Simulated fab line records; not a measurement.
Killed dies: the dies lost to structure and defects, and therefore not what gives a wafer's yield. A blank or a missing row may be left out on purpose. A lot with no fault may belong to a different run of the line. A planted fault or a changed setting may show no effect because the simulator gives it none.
fab line records -- flow nand-harc
record: lots: 12, wafers: 36, last-day: 24
route steps=1159 shown P_M0@276 THIN_TSV@1128 END@1159
lots that met no fault: from a run of the same line without faults
start-h: start of the lot's first displayed wafer, in hours after the record's first day -- wait-h: time in hours since the lot's previous step -- " identical to the entry in the row above -- L1.1+2: one row covering several wafers at once -- - value missing, or start not given -- * or withheld: withheld -- < > ~ a bound
route shown NAME@n: a module of which the file shows steps, and the number in the route of the first -- usual: average and standard deviation across the fault-free wafers -- same: alike in all rows -- chamber/n: place in a boat -- sites: the reading at each site -- _std_site: standard deviation across them -- _edge_site: mean of outer sites minus mean of inner sites -- radius-mm: for every site, how far away it sits from the centre of the wafer -- mask NAME#n: copy n -- behind: tool/chamber where the wafer was last shaped -- hold: why the lot was held/for how many hours/how that ended -- device: which transistor (n, p or np) failed to switch -- end of line: the route-end tests of the same wafers -- step lacking rows: just its recipe -- killed: count of dies lost to structure and defects at first sort (not the wafer's yield) -- map: shows each die of a wafer: x if killed, . if not, _ if none is there
set.NAME: setting as actually run; set.NAME@STEP: the setting as run at that earlier step -- model.NAME: the simulator's own value behind a step, which no gauge read
the route's steps for a sample of lots (tables are steps, rows are wafers)
services: the hour from which a tool's chamber was out of use, counted from the record's first day as start-h (under 0 if before that day), plus the number of hours and why
== steps ==
step: NHARC_P_M0_ECD_22
recipe: target-thk-a: 4000, bath-temp-c: 25, material: Cu
usual: bath-temp-c: 25.00/0.11
lot.wafer,tool,chamber,start-h,wait-h,bath-temp-c
L198.1,ecd-cu-01,1,115.74,-,24.94
L198.4,ecd-cu-01,1,115.74,-,24.80
L198.5,ecd-cu-01,1,115.74,-,24.90
L199.2,ecd-cu-02,1,125.65,-,24.96
L199.4,ecd-cu-02,1,125.65,-,24.94
L199.3,ecd-cu-02,0,125.65,-,25.16
L200.1,ecd-cu-02,1,126.03,-,25.08
L200.2,ecd-cu-02,0,126.03,-,25.03
L200.6,ecd-cu-02,1,126.03,-,25.11
L201.1,ecd-cu-02,0,133.67,-,25.11
L201.4,ecd-cu-02,1,133.67,-,25.14
L201.5,ecd-cu-02,1,133.67,-,25.14
L204.2,ecd-cu-02,0,154.88,-,24.92
L204.3,ecd-cu-02,1,154.88,-,24.92
L204.4,ecd-cu-02,0,154.88,-,25.02
L207.2,ecd-cu-01,0,175.97,-,25.05
L207.3,ecd-cu-01,1,175.97,-,25.07
L207.4,ecd-cu-01,0,175.97,-,25.19
L209.1,ecd-cu-02,1,189.98,-,24.95
L209.2,ecd-cu-02,0,189.98,-,25.00
L209.3,ecd-cu-02,1,189.98,-,24.85
L210.1,ecd-cu-02,1,191.57,-,25.20
L210.3,ecd-cu-02,1,191.57,-,24.97
L210.6,ecd-cu-02,0,191.57,-,25.05
L212.1,ecd-cu-01,0,200.51,-,24.97
L212.2,ecd-cu-01,1,200.51,-,24.89
L212.4,ecd-cu-01,0,200.51,-,25.10
L214.1,ecd-cu-01,1,216.84,-,25.00
L214.3,ecd-cu-01,1,216.84,-,25.15
L214.4,ecd-cu-01,0,216.84,-,25.17
L219.2,ecd-cu-01,1,243.81,-,24.88
L219.3,ecd-cu-01,1,243.81,-,24.90
L219.5,ecd-cu-01,1,243.81,-,25.25
L221.2,ecd-cu-01,0,248.47,-,25.01
L221.4,ecd-cu-01,0,248.47,-,24.79
L221.5,ecd-cu-01,1,248.47,-,24.86
step: NHARC_THIN_TSV_PRE_CLEAN_50
recipe: time-s: 30, temp-c: 280, gas: H2/He
usual: heater-power-w: 417/29
lot.wafer,tool,chamber,start-h,wait-h,heater-power-w
L199.4,pvd-sputter-01,-,-,-,410
L199.3,pvd-sputter-01,-,-,-,445
L199.2,pvd-sputter-01,-,-,-,414
L200.1,pvd-sputter-03,-,-,-,421
L200.2,pvd-sputter-03,-,-,-,375
L200.6,pvd-sputter-03,-,-,-,433
L198.4,pvd-sputter-02,-,-,-,422
L198.1,pvd-sputter-02,-,-,-,461
L198.5,pvd-sputter-02,-,-,-,366
L201.1,pvd-sputter-01,-,-,-,437
L201.4,pvd-sputter-01,-,-,-,405
L201.5,pvd-sputter-01,-,-,-,465
L204.4,pvd-sputter-01,-,-,-,449
L204.2,pvd-sputter-01,-,-,-,446
L204.3,pvd-sputter-01,-,-,-,414
L207.2,pvd-sputter-01,-,-,-,413
L207.4,pvd-sputter-01,-,-,-,437
L207.3,pvd-sputter-01,-,-,-,463
L209.1,pvd-sputter-02,-,-,-,418
L209.3,pvd-sputter-02,-,-,-,463
L209.2,pvd-sputter-02,-,-,-,358
L210.1,pvd-sputter-03,-,-,-,408
L210.3,pvd-sputter-03,-,-,-,372
L210.6,pvd-sputter-03,-,-,-,443
L212.2,pvd-sputter-02,-,-,-,363
L212.4,pvd-sputter-02,-,-,-,452
L212.1,pvd-sputter-02,-,-,-,411
L214.4,pvd-sputter-03,-,-,-,383
L214.3,pvd-sputter-03,-,-,-,438
L214.1,pvd-sputter-03,-,-,-,398
L221.4,pvd-sputter-01,-,-,-,447
L221.2,pvd-sputter-01,-,-,-,415
L221.5,pvd-sputter-01,-,-,-,425
L219.3,pvd-sputter-03,-,-,-,417
L219.2,pvd-sputter-03,-,-,-,378
L219.5,pvd-sputter-03,-,-,-,408
step: NHARC_THIN_TSV_CMP_21
recipe: t-overpolish-s: 30, target-thk-nm: 2000
usual: motor-current-A: 11.8/1, overpolish-run-s: 30.001/0.01
lot.wafer,tool,chamber,start-h,wait-h,motor-current-A,overpolish-run-s
L199.2,cmp-03,0,437.36,-,13.2,30.004
L199.4,cmp-03,1,437.36,-,11.6,30.006
L199.3,cmp-03,2,437.36,-,11.8,30.006
L200.2,cmp-04,2,438.06,-,10.7,29.988
L200.1,cmp-04,3,438.06,-,9.6,29.989
L200.6,cmp-04,3,438.06,-,10.3,30.000
L198.1,cmp-02,2,439.26,-,9.8,29.980
L198.4,cmp-02,3,439.26,-,11.8,29.998
L198.5,cmp-02,0,439.26,-,12.6,29.980
L201.4,cmp-03,2,440.60,-,11.6,30.038
L201.1,cmp-03,1,440.60,-,11.8,29.993
L201.5,cmp-03,3,440.60,-,12.1,29.984
L204.3,cmp-03,3,465.09,-,12.0,30.012
L204.4,cmp-03,0,465.09,-,13.0,30.003
L204.2,cmp-03,2,465.09,-,11.6,30.011
L207.4,cmp-02,3,482.24,-,12.6,30.011
L207.3,cmp-02,1,482.24,-,12.3,29.994
L207.2,cmp-02,2,482.24,-,10.2,30.010
L209.3,cmp-02,3,498.63,-,12.4,29.995
L209.1,cmp-02,0,498.63,-,12.5,29.997
L209.2,cmp-02,2,498.63,-,9.9,30.002
L210.3,cmp-02,2,499.70,-,9.7,29.993
L210.1,cmp-02,3,499.70,-,12.5,29.992
L210.6,cmp-02,2,499.70,-,9.7,29.995
L212.1,cmp-02,2,502.22,-,9.9,30.000
L212.2,cmp-02,3,502.22,-,12.7,29.997
L212.4,cmp-02,1,502.22,-,13.1,30.026
L214.1,cmp-04,3,520.69,-,10.1,29.985
L214.3,cmp-04,1,520.69,-,10.1,29.997
L214.4,cmp-04,2,520.69,-,10.8,30.001
L221.4,cmp-03,1,546.59,-,12.4,29.997
L221.2,cmp-03,3,546.59,-,12.1,30.014
L221.5,cmp-03,2,546.59,-,12.0,30.010
L219.2,cmp-04,1,550.11,-,10.7,30.001
L219.3,cmp-04,3,550.11,-,10.4,29.986
L219.5,cmp-04,0,550.11,-,12.8,30.001
step: NHARC_THIN_TSV_ETCH_36
recipe: target-depth-a: 650, over-etch-frac: 0.3, time-s: 18.571, ion-energy-ev: 150, chemistry: Cl2/BCl3
usual: drypump-motor-current-A: 5.4/0.36, he-backside-leak-sccm: 3.5/0.34, oes-product-au: 0.997/0.01
lot.wafer,tool,chamber,start-h,wait-h,drypump-motor-current-A,he-backside-leak-sccm,oes-product-au,rf-hours-counter-h
L199.2,rie-metal-01,0,439.37,0.2,5.5,3.5,0.990,3.1
L199.4,rie-metal-01,0,439.37,0.2,5.5,3.4,0.988,-
L199.3,rie-metal-01,1,439.37,0.2,6.0,3.5,1.006,-
L200.1,rie-metal-03,0,440.21,0.2,5.7,3.5,0.991,4.5
L200.2,rie-metal-03,1,440.21,0.2,5.2,3.2,0.989,5.0
L200.6,rie-metal-03,0,440.21,0.2,5.7,3.7,1.003,-
L198.1,rie-metal-03,0,441.40,0.2,5.7,3.5,0.992,4.8
L198.4,rie-metal-03,1,441.40,0.2,5.2,3.1,0.987,-
L198.5,rie-metal-03,1,441.40,0.2,5.2,3.0,0.984,-
L201.1,rie-metal-01,1,442.97,0.2,6.0,3.7,0.992,3.3
L201.4,rie-metal-01,1,442.97,0.2,6.0,3.5,0.997,-
L201.5,rie-metal-01,1,442.97,0.2,6.0,3.5,0.995,-
L204.2,rie-metal-02,0,467.26,0.2,4.9,3.5,1.011,2.3
L204.3,rie-metal-02,0,467.26,0.2,4.9,3.6,1.003,-
L204.4,rie-metal-02,1,467.26,0.2,5.6,3.3,0.993,-
L207.2,rie-metal-03,1,484.40,0.2,5.2,3.2,0.995,1.0
L207.3,rie-metal-03,1,484.40,0.2,5.2,3.1,1.001,-
L207.4,rie-metal-03,0,484.40,0.2,5.7,3.7,0.991,-
L209.2,rie-metal-02,1,500.83,0.2,5.6,3.3,0.996,3.2
L209.1,rie-metal-02,0,500.83,0.2,4.9,3.9,1.015,3.2
L209.3,rie-metal-02,0,500.83,0.2,4.9,4.0,0.998,-
L210.1,rie-metal-03,0,501.83,0.2,5.7,3.5,0.992,1.4
L210.3,rie-metal-03,1,501.83,0.2,5.2,3.0,0.994,-
L210.6,rie-metal-03,0,501.83,0.2,5.7,3.4,0.994,-
L212.2,rie-metal-02,0,504.37,0.2,4.9,3.5,1.013,3.4
L212.1,rie-metal-02,1,504.37,0.2,5.6,3.2,1.002,3.4
L212.4,rie-metal-02,0,504.37,0.2,4.9,3.6,1.009,-
L214.1,rie-metal-02,0,522.88,0.2,4.9,3.7,1.019,3.8
L214.3,rie-metal-02,0,522.88,0.2,4.9,3.9,1.019,-
L214.4,rie-metal-02,1,522.88,0.2,5.6,3.1,1.000,-
L221.2,rie-metal-03,0,548.74,0.2,5.7,3.5,0.991,2.9
L221.4,rie-metal-03,1,548.74,0.2,5.2,3.3,0.993,-
L221.5,rie-metal-03,1,548.74,0.2,5.2,3.3,0.988,-
L219.2,rie-metal-02,0,552.47,0.3,4.9,3.8,1.004,-
L219.3,rie-metal-02,0,552.47,0.3,4.9,3.8,0.999,-
L219.5,rie-metal-02,0,552.47,0.3,4.9,3.6,0.998,-
step: NHARC_END_SORT_01
recipe: temp-c: 25
usual: defect-limited-yield: 95.4/1.5, killed-at-array: 27/9.9, killed-at-other: 0.5/0.76, killed-at-periphery: 3.4/2.2, killed-dies: 31/10, killed-open: 3.3/2, killed-short: 2.0/1.5, sort_bin_2_pct: 1.5/0.64, sort_bin_3_pct: 0.21/0.2, sort_bin_4_pct: 2.9/0.97, sort-n-pass: 646/10, sort-rim-yield-pct: 96.9/2, sort-yield-pct: 95.4/1.5
same: gross-dies: 677, sort_bin_5_pct[%]: 0, sort_bin_6_pct[%]: 0, sort_bin_7_pct[%]: 0, sort_bin_8_pct[%]: 0, sort-rim-n-gross: 106.00
lot.wafer,tool,chamber,start-h,wait-h,defect-limited-yield[%],killed-at-array,killed-at-other,killed-at-periphery,killed-dies,killed-open,killed-short,sort_bin_2_pct[%],sort_bin_3_pct[%],sort_bin_4_pct[%],sort-n-pass,sort-rim-yield-pct[%],sort-yield-pct[%]
L209.1,prober-02,0,509.64,2.4,93.9,32,2,7,41,2,3,2.2,0.59,3.2,636,94.3,93.9
L209.2,prober-02,0,510.45,2.7,65.4,24,0,210,234,2,2,10.6,2.81,21.1,443,67.0,65.4
L209.3,prober-02,0,511.26,3.1,95.0,30,0,4,34,5,0,2.4,0,2.7,643,97.2,95.0
L210.1,prober-01,0,517.51,2.5,96.0,24,0,3,27,8,7,1.3,0.30,2.4,650,99.1,96.0
L210.3,prober-01,0,519.11,3.1,97.8,12,0,3,15,3,0,0.7,0.15,1.3,662,98.1,97.8
L210.6,prober-01,0,521.52,4.0,65.9,8,0,223,231,2,1,9.3,3.10,21.7,446,62.3,65.9
L214.1,prober-01,0,531.27,2.5,95.4,28,0,3,31,0,1,1.5,0.44,2.7,646,97.2,95.4
L214.3,prober-01,0,532.89,3.1,95.7,25,1,3,29,0,0,1.2,0.15,3.0,648,96.2,95.7
L214.4,prober-01,0,533.70,3.4,94.7,34,0,2,36,3,2,1.2,0.44,3.7,641,98.1,94.7
killed by level:class
L209.1 A_CHANNEL_HOLE_D1:chamber-film-flake=19 A_STAIRCASE:chamber-film-flake=5 P_GATE:chamber-film-flake=4 P_M0:chamber-film-flake=2 A_CONTACT:chamber-film-flake=2 THIN_TSV:chamber-film-flake=2 P_CONTACT:geometric-particle:short=1 A_SGD_CUT:geometric-particle:open=1
L209.2 P_M0:unspecified=207 A_CHANNEL_HOLE_D1:chamber-film-flake=14 A_STAIRCASE:chamber-film-flake=5 P_M0:chamber-film-flake=2 P_M1:geometric-particle:open=1 A_WL_FILL:geometric-particle:short=1 A_WL_FILL:geometric-particle:open=1 A_CONTACT:geometric-particle:short=1
L209.3 A_CHANNEL_HOLE_D1:chamber-film-flake=17 A_STAIRCASE:chamber-film-flake=8 P_M0:chamber-film-flake=3 A_CONTACT:geometric-particle:open=2 P_GATE:geometric-particle:open=1 A_WL_FILL:geometric-particle:open=1 A_BLC:geometric-particle:open=1 A_SLIT:chamber-film-flake=1
L210.1 A_CHANNEL_HOLE_D1:chamber-film-flake=6 A_CONTACT:geometric-particle:open=2 A_BLC:geometric-particle:open=2 A_M0:geometric-particle:open=2 A_ZERO_WELL:chamber-film-flake=2 A_CHANNEL_FILL_D1:chamber-film-flake=2 P_CONTACT:geometric-particle:short=1 P_M1:geometric-particle:open=1
L210.3 A_CHANNEL_HOLE_D1:chamber-film-flake=4 A_CONTACT:chamber-film-flake=3 P_M0:chamber-film-flake=2 P_M2:geometric-particle:open=1 A_SOURCE_PLATE:geometric-particle:open=1 A_CONTACT:geometric-particle:open=1 A_CHANNEL_FILL_D1:chamber-film-flake=1 A_STAIRCASE:chamber-film-flake=1
L210.6 P_M0:unspecified=221 P_M0:chamber-film-flake=2 A_SLIT:chamber-film-flake=2 A_ONON_D1:geometric-particle:short=1 A_SGD_CUT:geometric-particle:open=1 A_M0:geometric-particle:open=1 A_ZERO_WELL:chamber-film-flake=1 A_STAIRCASE:chamber-film-flake=1
L214.1 A_CHANNEL_HOLE_D1:chamber-film-flake=22 A_CONTACT:chamber-film-flake=3 P_BONDPAD:chamber-film-flake=2 A_WL_FILL:geometric-particle:short=1 P_STI:chamber-film-flake=1 A_STAIRCASE:chamber-film-flake=1 A_SLIT:chamber-film-flake=1
L214.3 A_CHANNEL_HOLE_D1:chamber-film-flake=22 P_BONDPAD:chamber-film-flake=2 A_CONTACT:chamber-film-flake=2 P_M0:chamber-film-flake=1 A_WL_FILL:chamber-film-flake=1 THIN_TSV:chamber-film-flake=1
L214.4 A_CHANNEL_HOLE_D1:chamber-film-flake=20 A_CONTACT:chamber-film-flake=5 A_STAIRCASE:chamber-film-flake=4 A_CONTACT:geometric-particle:open=2 A_ONON_D1:geometric-particle:short=1 A_M1:geometric-particle:short=1 A_M1:geometric-particle:open=1 P_ZERO_WELL:chamber-film-flake=1
== services ==
tool,chamber,start-h,hours,kind
ecd-cu-01,-,96.00,8.0,pm
rie-metal-03,-,99.00,9.0,pm
ecd-cu-02,-,104.41,2.2,repair
cmp-02,-,108.20,3.4,repair
cmp-02,-,128.59,4.0,pm
pvd-sputter-01,-,158.17,10.0,pm
cmp-02,-,167.30,0.9,repair
ecd-cu-02,-,170.29,2.8,repair
ecd-cu-02,-,180.42,8.0,pm
rie-metal-02,-,211.00,9.0,pm
rie-metal-03,0,217.76,3.6,repair
ecd-cu-01,-,229.39,0.3,repair
ecd-cu-01,-,272.00,8.0,pm
ecd-cu-02,-,290.78,1.1,repair
ecd-cu-01,-,354.27,2.7,repair
ecd-cu-02,-,356.76,8.0,pm
ecd-cu-01,-,383.34,0.3,repair
ecd-cu-01,-,430.52,0.9,repair
ecd-cu-02,-,446.28,2.8,repair
ecd-cu-01,-,448.27,8.0,pm
ecd-cu-02,-,473.17,2.4,repair
ecd-cu-01,-,498.17,0.5,repair
ecd-cu-02,-,522.45,1.3,repair
ecd-cu-02,-,532.76,8.0,pm
== key ==
first-sign: step: NHARC_END_SORT_01, reading: killed-at-periphery, direction: up, sigmas: 95, usual: 3.4, struck: 216.5
effect: step: NHARC_END_SORT_01, reading: killed-dies, direction: up, sigmas: 20, usual: 31, struck: 232
more-kills-born-at: NHARC_P_M0_ECD_22@ecd-cu-02: 428
met-at NHARC_P_M0_ECD_22
struck-lots L209,L210
struck-wafers L209.2,L210.6
not-acting-at NHARC_THIN_TSV_PRE_CLEAN_50,NHARC_THIN_TSV_CMP_21,NHARC_THIN_TSV_ETCH_36
onset-between 154.88 189.98
fault: kind: chamber-particle-source, tool: ecd-cu-02, chamber: 0, onset-h: 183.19, steps: NHARC_P_M0_ECD_22, rate-per-visit-cm2: 0.39583, end-h: 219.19
